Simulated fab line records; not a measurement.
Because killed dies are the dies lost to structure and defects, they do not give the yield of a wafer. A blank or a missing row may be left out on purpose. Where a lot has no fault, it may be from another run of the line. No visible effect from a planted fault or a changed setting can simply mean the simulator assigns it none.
fab line records | flow nandHarc | part 2 of 2: steps 4 to 6 of 6
[record] lots = 22 wafers = 66 lastDay = 33
route steps=1302 shown A_CHANNEL_FILL_D2@629 A_STAIRCASE@650
lots untouched by any fault: they come from a run of this same line in which no faults occurred
startH: start of the lot's first displayed wafer, in hours after the record's first day | waitH: hours elapsed since this lot's preceding step | " unchanged from the row above | L1.1+2: several wafers, shown together as one row | - either no value or no given start | * or withheld: withheld | < > ~ a bound
route shown NAME@n: NAME is a module with steps in the file, n the number in the route of the first one | usual: average and standard deviation across the fault-free wafers | same: alike in all rows | chamber/n: place in a boat | sites: the reading at each site | _std_site: standard deviation of those values | _edge_site: inner sites' mean taken away from outer sites' mean | radiusMm: how far each site lies from the wafer's centre | mask NAME#n: copy n | behind: the last tool/chamber to shape the wafer | hold: reason for holding the lot/hours on hold/outcome of the hold | device: transistor that didn't switch, given as n, p or np | end of line: tests of these same wafers at the route's end | a step given without rows: its recipe and nothing more | killed: dies that structure and defects cost at the first sort, which is not the same as the wafer's yield | map: a wafer's dies, marking killed ones x, the rest . and places with no die _
set.NAME: setting as actually run; set.NAME@STEP: the setting as run at that earlier step | model.NAME: the simulator's own value behind a step, which no gauge read
a sample of lots followed through the steps of the route, with each step as a table and each wafer as a row
services: a tool's chamber out of use, with start hour (startH, from the record's first day; less than 0 if before it), hours out, and reason
[[steps]]
[step NHARC_A_STAIRCASE_TRIM_14]
[recipe] timeS = 211.2 o2FlowSccm = 500 arFlowSccm = 0 biasW = 0 chemistry = O2
[usual] drypumpMotorCurrentA = 6.0/0.38 oesProductAu = 0.998/0.0089 rfVppV = 57.7/0.86 showerheadPlenumPTorr = 3.52/0.17 throttleValvePct = 17.038/0.0092
// columns lot.wafer tool chamber startH waitH drypumpMotorCurrentA oesProductAu rfHoursCounterH rfVppV showerheadPlenumPTorr throttleValvePct
L074.1 rieDiel-11 1 - - 5.5 0.994 35 58.3 3.50 17.041
L074.6 " 2 " " 5.7 0.975 - 57.2 3.31 17.024
L074.5 " 3 " " 6.5 1.001 - 58.2 3.79 17.047
L075.1 rieDiel-03 2 - - 6.7 1.002 32 58.4 3.79 17.034
L075.6 " 1 " " 6.0 1.006 - 56.9 3.35 17.048
L075.5 " 2 " " 6.7 0.995 - 58.7 3.79 17.047
L076.3 rieDiel-11 1 - - 5.5 0.997 46 58.1 3.50 17.042
L076.6 " 0 " " 5.8 0.995 - 57.1 3.55 17.041
L076.5 " 1 " " 5.5 0.998 - 56.7 3.50 17.033
L077.1 rieDiel-02 3 - - 5.8 0.988 51 58.8 3.78 17.035
L077.4 " 0 " " 5.6 0.988 43 56.8 3.53 17.037
L077.6 " 3 " " 5.8 0.983 - 58.7 3.78 17.043
L078.1 rieDiel-03 2 - - 6.8 0.996 39 56.9 3.79 17.035
L078.4 " 0 " " 6.4 0.996 36 57.6 3.38 17.027
L078.5 " 1 " " 6.1 1.001 - 57.8 3.35 17.034
L079.1 rieDiel-03 1 - - 6.0 1.016 38 57.6 3.35 17.014
L079.2 " 2 " " 6.7 1.012 39 60.3 3.79 17.031
L079.5 " 2 " " 6.8 1.012 - 57.6 3.79 17.050
L081.3 rieDiel-03 1 - - 6.0 1.012 51 57.8 3.34 17.031
L081.4 " 3 " " 6.3 1.004 35 56.8 3.45 17.058
L081.6 " 0 " " 6.4 0.997 - 57.8 3.38 17.026
L082.4 rieDiel-11 3 - - 6.5 1.000 1 59.1 3.78 17.016
L082.6 " 2 " " 5.7 1.002 - 56.9 3.30 17.038
L082.5 " 3 " " 6.5 0.995 - 58.8 3.78 17.021
L083.2 rieDiel-02 0 - - 5.6 0.991 16 56.3 3.52 17.039
L083.1 " 1 " " 5.8 1.003 13 58.4 3.67 17.041
L083.5 " 0 " " 5.6 1.002 - 57.2 3.52 17.048
L084.2 rieDiel-02 2 - - 5.5 1.000 19 57.6 3.42 17.034
L084.3 " 3 " " 5.8 0.985 22 58.8 3.76 17.039
L084.6 " 2 " " 5.6 0.995 - 56.6 3.42 17.042
L085.4 rieDiel-02 2 - - 5.6 0.996 23 58.4 3.42 17.043
L085.6 " 1 " " 5.8 0.995 - 57.2 3.67 17.043
L085.5 " 2 " " 5.6 0.992 - 58.4 3.42 17.046
L086.3 rieDiel-02 3 - - 5.8 0.991 32 58.5 3.76 17.042
L086.6 " 0 " " 5.6 0.994 - 57.7 3.52 17.039
L086.5 " 1 " " 5.8 0.992 - 57.9 3.67 17.041
L087.3 rieDiel-03 0 - - 6.4 1.001 3 56.4 3.37 17.034
L087.5 " 0 " " 6.4 1.004 - 57.8 3.37 17.026
L087.4 " 3 " " 6.3 0.998 - 58.5 3.45 17.020
L088.4 rieDiel-03 1 - - 6.1 1.001 11 55.8 3.34 17.037
L088.2 " 2 " " 6.7 0.989 7 58.1 3.77 17.033
L088.5 " 1 " " 6.0 0.996 - 56.8 3.34 17.046
L089.4 rieDiel-02 1 - - 5.8 1.006 35 57.2 3.66 17.044
L089.1 " 3 " " 5.8 0.996 37 58.4 3.76 17.044
L089.6 " 0 " " 5.6 1.003 - 56.7 3.51 17.041
L091.3 rieDiel-03 2 - - 6.7 0.993 10 59.0 3.77 17.030
L091.1 " 3 " " 6.3 0.980 11 56.5 3.44 17.033
L091.6 " 0 " " 6.4 0.989 - 57.8 3.36 17.036
L090.3 rieDiel-03 0 - - 6.4 1.000 12 56.6 3.37 17.027
L090.5 " 3 " " 6.3 1.000 - 58.4 3.44 17.028
L090.6 " 0 " " 6.4 0.999 - 57.5 3.36 17.041
L092.4 rieDiel-03 3 - - 6.3 0.995 24 58.2 3.44 17.041
L092.3 " 0 " " 6.4 0.992 24 56.8 3.36 17.027
L092.6 " 2 " " 6.7 0.987 - 58.7 3.76 17.035
L094.6 rieDiel-03 3 - - 6.3 0.978 - 58.1 3.43 17.048
L094.5 " 1 " " 6.1 1.003 - 55.8 3.33 17.039
L094.4 " 2 " " 6.7 0.987 - 59.3 3.76 17.055
L095.1 rieDiel-02 3 - - 5.8 1.003 59 58.8 3.74 17.034
L095.4 " 0 " " 5.6 1.016 59 58.0 3.50 17.032
L095.2 " 1 " " 5.8 1.020 55 58.3 3.65 17.040
L096.4 rieDiel-03 0 - - 6.4 1.009 36 58.6 3.35 17.039
L096.3 " 1 " " 6.1 1.001 40 57.4 3.32 17.016
L096.5 " 1 " " 6.1 1.006 - 57.0 3.32 17.033
L097.4 rieDiel-11 2 - - 5.7 1.005 45 57.6 3.27 17.035
L097.6 " 1 " " 5.5 0.997 - 58.0 3.46 17.037
L097.5 " 2 " " 5.7 1.014 - 56.5 3.27 17.037
[step NHARC_A_STAIRCASE_ETCH_203]
[recipe] targetDepthA = 1000 timeS = 40.5 ionEnergyEv = 400 c4f8FlowSccm = 20 o2FlowSccm = 10 arFlowSccm = withheld rfW = 600 biasW = 1000 chemistry = C4F8/O2
[usual] oesProductAu = 0.941/0.011 rfVppV = 897/5.8
// columns lot.wafer tool chamber startH waitH oesProductAu rfHoursCounterH rfVppV
L074.1 rieDiel-03 1 - - 0.943 30 890
L074.6 " 1 " " 0.961 - 888
L074.5 " 2 " " 0.944 - 906
L075.1 rieDiel-02 1 - - 0.962 35 902
L075.6 " 1 " " 0.954 - 900
L075.5 " 2 " " 0.939 - 893
L076.3 rieDiel-02 2 - - 0.946 45 894
L076.5 " 3 " " 0.926 - 905
L076.6 " 0 " " 0.937 - 896
L077.4 rieDiel-11 3 - - 0.945 41 906
L077.1 " 0 " " 0.946 49 897
L077.6 " 3 " " 0.955 - 905
L078.4 rieDiel-03 0 - - 0.944 40 891
L078.1 " 1 " " 0.944 42 888
L078.5 " 2 " " 0.936 - 905
L079.1 rieDiel-02 2 - - 0.954 0 892
L079.2 " 3 " " 0.951 0 906
L079.5 " 3 " " 0.947 - 905
L081.4 rieDiel-02 1 - - 0.948 10 901
L081.3 " 2 " " 0.933 9 893
L081.6 " 0 " " 0.951 - 896
L082.6 rieDiel-03 3 - - 0.935 - 893
L082.4 " 0 " " 0.933 - 890
L082.5 " 2 " " 0.940 - 906
L083.1 rieDiel-03 0 - - 0.936 56 893
L083.2 " 3 " " 0.935 42 892
L083.5 " 0 " " 0.936 - 890
L084.3 rieDiel-02 0 - - 0.940 24 895
L084.2 " 1 " " 0.943 21 901
L084.6 " 0 " " 0.934 - 896
L085.4 rieDiel-02 3 - - 0.927 32 905
L085.6 " 0 " " 0.940 - 898
L085.5 " 1 " " 0.937 - 901
L086.3 rieDiel-02 2 - - 0.931 30 892
L086.6 " 3 " " 0.936 - 903
L086.5 " 0 " " 0.925 - 896
L087.3 rieDiel-11 0 - - 0.924 17 897
L087.4 " 3 " " 0.928 16 905
L087.5 " 0 " " 0.928 - 894
L089.4 rieDiel-02 2 - - 0.949 37 893
L089.1 " 3 " " 0.946 37 905
L089.6 " 1 " " 0.937 - 901
L088.2 rieDiel-03 0 - - 0.954 11 889
L088.4 " 2 " " 0.929 9 904
L088.5 " 0 " " 0.956 - 891
L091.3 rieDiel-02 3 - - 0.928 47 903
L091.1 " 1 " " 0.964 44 903
L091.6 " 3 " " 0.924 - 903
L090.3 rieDiel-11 3 - - 0.930 27 905
L090.6 " 3 " " 0.927 - 903
L090.5 " 0 " " 0.922 - 897
L092.4 rieDiel-02 3 - - 0.933 51 905
L092.3 " 0 " " 0.929 52 894
L092.6 " 3 " " 0.938 - 903
L094.4 rieDiel-03 3 - - 0.930 33 892
L094.6 " 1 " " 0.934 - 889
L094.5 " 2 " " 0.932 - 903
L095.2 rieDiel-03 3 - - 0.965 34 893
L095.4 " 1 " " 0.956 35 890
L095.1 " 2 " " 0.935 34 904
L096.4 rieDiel-02 0 - - 0.932 2 894
L096.3 " 1 " " 0.952 2 900
L096.5 " 1 " " 0.955 - 901
L097.4 rieDiel-11 3 - - 0.949 47 904
L097.5 " 1 " " 0.926 - 891
L097.6 " 2 " " 0.938 - 886
[step NHARC_A_STAIRCASE_STRIP_205]
[recipe] powerW = 1500 tempC = 250 chemistry = O2
[usual] drypumpMotorCurrentA = 6.2/0.56 heaterPowerW = 336/18 rfReflPowerW = 21/5.1
// columns lot.wafer tool chamber startH waitH drypumpMotorCurrentA heaterPowerW rfHoursCounterH rfReflPowerW
L074.1 plasmaAsher-01 0 368.81 0.1 6.2 326 2 21
L074.5 " 1 " " 5.1 303 - 22
L074.6 " 0 " " 6.2 333 - 21
L075.1 plasmaAsher-02 0 376.48 0.1 6.3 323 27 27
L075.6 " 0 " " 6.4 319 - 26
L075.5 " 1 " " 6.7 335 - 14
L076.3 plasmaAsher-01 1 391.25 0.2 5.0 304 - 21
L076.5 " 0 " " 6.3 324 - 21
L076.6 " 1 " " 5.1 309 - 21
L077.1 plasmaAsher-01 0 394.58 0.1 6.2 323 7 21
L077.4 " 1 " " 5.0 302 - 22
L077.6 " 0 " " 6.2 333 - 21
L078.1 plasmaAsher-02 0 403.96 0.1 6.3 321 32 27
L078.4 " 1 " " 6.7 332 - 15
L078.5 " 1 " " 6.7 327 - 15
L079.2 plasmaAsher-01 1 404.30 0.1 5.1 307 10 21
L079.1 " 0 " " 6.2 330 10 21
L079.5 " 0 " " 6.2 336 - 21
L081.3 plasmaAsher-01 1 436.46 0.2 5.1 307 - 22
L081.4 " 0 " " 6.2 328 - 21
L081.6 " 1 " " 5.1 300 - 22
L082.4 plasmaAsher-02 0 450.00 0.2 6.4 338 - 27
L082.6 " 0 " " 6.3 344 - 27
L082.5 " 1 " " 6.7 364 - 15
L083.2 plasmaAsher-01 1 450.25 0.1 5.1 307 15 -
L083.1 " 0 " " 6.2 331 15 -
L083.5 " 0 " " 6.2 327 - -
L084.2 plasmaAsher-02 1 467.24 0.1 6.7 359 7 15
L084.3 " 0 " " 6.4 341 - 27
L084.6 " 1 " " 6.7 355 - 15
L085.4 plasmaAsher-02 1 474.36 0.2 6.7 359 - 15
L085.5 " 0 " " 6.4 347 - 27
L085.6 " 1 " " 6.7 353 - 14
L086.3 plasmaAsher-02 0 479.53 0.2 6.4 347 - 25
L086.6 " 0 " " 6.4 342 - 27
L086.5 " 1 " " 6.7 358 - 15
L087.4 plasmaAsher-02 0 480.17 0.2 6.4 342 - 27
L087.3 " 1 " " 6.7 365 - 15
L087.5 " 0 " " 6.4 336 - 27
L089.1 plasmaAsher-02 1 504.46 0.1 6.7 363 14 15
L089.4 " 0 " " 6.4 334 - 27
L089.6 " 0 " " 6.4 347 - 27
L088.2 plasmaAsher-02 0 505.38 0.1 6.4 340 14 26
L088.4 " 0 " " 6.4 337 - 27
L088.5 " 1 " " 6.7 364 - 14
L091.1 plasmaAsher-01 1 520.61 0.2 5.1 304 35 22
L091.3 " 0 " " 6.2 330 - 21
L091.6 " 0 " " 6.3 340 - 21
L090.3 plasmaAsher-02 1 521.07 0.2 6.7 354 - 15
L090.6 " 1 " " 6.7 361 - 14
L090.5 " 0 " " 6.5 330 - 27
L092.4 plasmaAsher-02 1 540.57 0.2 6.8 366 - 15
L092.3 " 0 " " 6.4 334 - 27
L092.6 " 1 " " 6.7 369 - 15
L094.4 plasmaAsher-02 1 569.01 0.2 6.7 359 - 14
L094.6 " 1 " " 6.7 362 - 15
L094.5 " 0 " " 6.4 341 - 26
L095.1 plasmaAsher-02 0 571.87 0.1 6.3 342 29 27
L095.2 " 1 " " 6.7 347 29 15
L095.4 " 1 " " 6.7 356 - 15
L096.4 plasmaAsher-02 1 588.27 0.2 6.7 347 - 15
L096.3 " 0 " " 6.4 350 - 27
L096.5 " 0 " " 6.3 342 - 26
L097.4 plasmaAsher-01 0 588.54 0.2 6.2 319 - 21
L097.6 " 0 " " 6.3 318 - 21
L097.5 " 1 " " 5.1 314 - 22
[[services]]
// columns tool chamber startH hours kind
rieDiel-13 - 342.00 9.0 pm
plasmaAsher-01 - 349.32 9.0 pm
rieDiel-12 1 360.75 5.7 repair
rieDiel-10 1 364.05 13.9 repair
rieDiel-02 - 393.88 9.0 pm
rieDiel-12 1 401.38 16.1 repair
plasmaAsher-02 - 426.00 9.0 pm
rieDiel-11 0 426.88 5.3 repair
rieDiel-11 - 432.53 9.0 pm
rieDiel-03 1 437.05 22.3 repair
plasmaAsher-01 - 441.75 8.2 repair
rieDiel-13 0 443.35 5.9 repair
rieDiel-12 - 445.42 9.0 pm
rieDiel-13 - 447.27 0.5 repair
rieDiel-03 - 458.43 9.0 pm
rieDiel-11 2 480.26 1.8 repair
rieDiel-13 0 482.89 18.1 repair
rieDiel-12 0 486.85 2.8 repair
rieDiel-02 3 492.94 4.1 repair
rieDiel-13 - 519.00 9.0 pm
plasmaAsher-01 - 526.32 9.0 pm
rieDiel-13 0 535.53 1.3 repair
rieDiel-12 2 545.47 1.6 repair
rieDiel-02 - 570.93 9.0 pm
